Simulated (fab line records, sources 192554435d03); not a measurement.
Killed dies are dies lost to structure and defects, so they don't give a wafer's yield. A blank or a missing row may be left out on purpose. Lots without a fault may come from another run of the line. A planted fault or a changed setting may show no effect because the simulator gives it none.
Problem report in the 8D (eight disciplines) form, filled by code | flow n5_finfet | the parts of the form that need people (team, actions taken, sign-off) are left out

1. THE PROBLEM
oes_product_au at N5_BEOL_M15_TRENCH_ETCH_34 reads a mean of 0.31 a.u. on 4 wafers of 2 lots; wafers without a fault read 0.78 a.u. with a standard deviation of 0.086. That is -5.5 standard deviations from the usual mean.
The step: etches SiO2 in C4F8/O2/Ar, target depth 872.93 nm, time 199 s.
First seen on wafer L161.2, day 16 07:11, on rie_diel-02. The record holds 20 wafers of 7 lots with a number at this step. Rule for "out", or "out of limits": more than 4 standard deviations from the usual mean. The other wafers with a number count as sound.

2. WHAT IT IS AND WHAT IT IS NOT
question                    | is                             | is not
which readings at this step | oes_product_au                 | bias_w, drypump_motor_current_A, mfc_ar_sccm, rf_vpp_V, showerhead_plenum_p_Torr
which lots                  | L161, L162                     | L149, L151, L154, L155, L165
which wafers of those lots  | L161.2, L161.5, L162.2, L162.5 | L162.3
read on which tools         | rie_diel-02                    | rie_diel-05
when                        | from day 16 07:11              | up to then (12 sound wafers); but 4 sound wafers of L162, L165 came after

3. SUSPECTS, AND WHAT RULES EACH OUT
Counting: a tool at a process step up to the reading stays a suspect if it ran every lot that is out. Sound lots after the first of them don't rule it out here, since some wafers of a struck lot are sound.
- rie_diel-02 at N5_BEOL_M15_ETCH_61 (etches BARC in N2/H2, target depth 89 nm, overetch 26.7 nm, time 67.9 s): kept. It ran every lot that is out, first L161 (day 16 07:08); its last sound lot up to then is L155 (day 15 00:00).
- rie_diel-02 at N5_BEOL_M15_TRENCH_ETCH_34 (etches SiO2 in C4F8/O2/Ar, target depth 872.93 nm, time 199 s): kept. It ran every lot that is out, first L161 (day 16 07:11); its last sound lot up to then is L155 (day 15 00:04). Its own readings are out on those wafers: oes_product_au.
Left after counting: rie_diel-02 at N5_BEOL_M15_ETCH_61, rie_diel-02 at N5_BEOL_M15_TRENCH_ETCH_34.

4. THE CAUSE (what the simulator had put in)
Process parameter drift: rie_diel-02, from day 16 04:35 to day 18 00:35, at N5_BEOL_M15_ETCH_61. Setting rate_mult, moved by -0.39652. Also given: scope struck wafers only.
Counting left 2 suspects, and this tool is among them.

5. THE CHAIN OF EFFECTS, in route order
Each row: a reading whose mean over the struck wafers that have a number lies more than 3 standard deviations from the usual. Only readings for which the record gives a usual standard deviation are gone through. hours: the time from each lot's start at the first step in this table that gives one to its start at this step, as a median over the lots. sigmas: the change in usual standard deviations.
hours | step                       | reading              | usual     | on struck wafers | change | sigmas
0     | N5_BEOL_M15_TRENCH_ETCH_34 | oes_product_au       | 0.78 a.u. | 0.31             | -0.47  | -5.5
21    | N5_PASSIVATION_PROBE_49    | defect_limited_yield | 91.1 %    | 1.1              | -90.0  | -64
21    | N5_PASSIVATION_PROBE_49    | killed_at_M4_up      | 13        | 1053             | +1040  | +99 or more
21    | N5_PASSIVATION_PROBE_49    | killed_dies          | 105       | 1167             | +1062  | +62
21    | N5_PASSIVATION_PROBE_49    | killed_on_rim        | 15        | 148              | +133   | +34
21    | N5_PASSIVATION_PROBE_49    | sort_bin_5_function  | 5.3 %     | 94.4             | +89.1  | +89
21    | N5_PASSIVATION_PROBE_49    | sort_n_pass          | 1075      | 13               | -1062  | -62
21    | N5_PASSIVATION_PROBE_49    | sort_yield_pct       | 91.1 %    | 1.1              | -90.0  | -64
The process steps in it:
- N5_BEOL_M15_TRENCH_ETCH_34: etches SiO2 in C4F8/O2/Ar, target depth 872.93 nm, time 199 s.
- N5_PASSIVATION_PROBE_49
Readings that are blank on the struck wafers while sound wafers have them: M15_THK at N5_BEOL_M15_THK_MEAS_50; M15_RS at N5_BEOL_M15_RS_MEAS_54.

6. WHAT WOULD HAVE CAUGHT IT SOONER
In this record the first reading out of limits was taken at day 16 07:11, 3 hours after the fault began at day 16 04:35.
Of the tool readings at N5_BEOL_M15_ETCH_61 for which the record gives a usual standard deviation, none was out on any struck wafer, so an alarm limit of 4 standard deviations on them would not have fired.
Of the lots that are out (2), L162 began N5_BEOL_M15_ETCH_61 on rie_diel-02 after day 16 07:11. A hold on the tool at that time would have spared it.
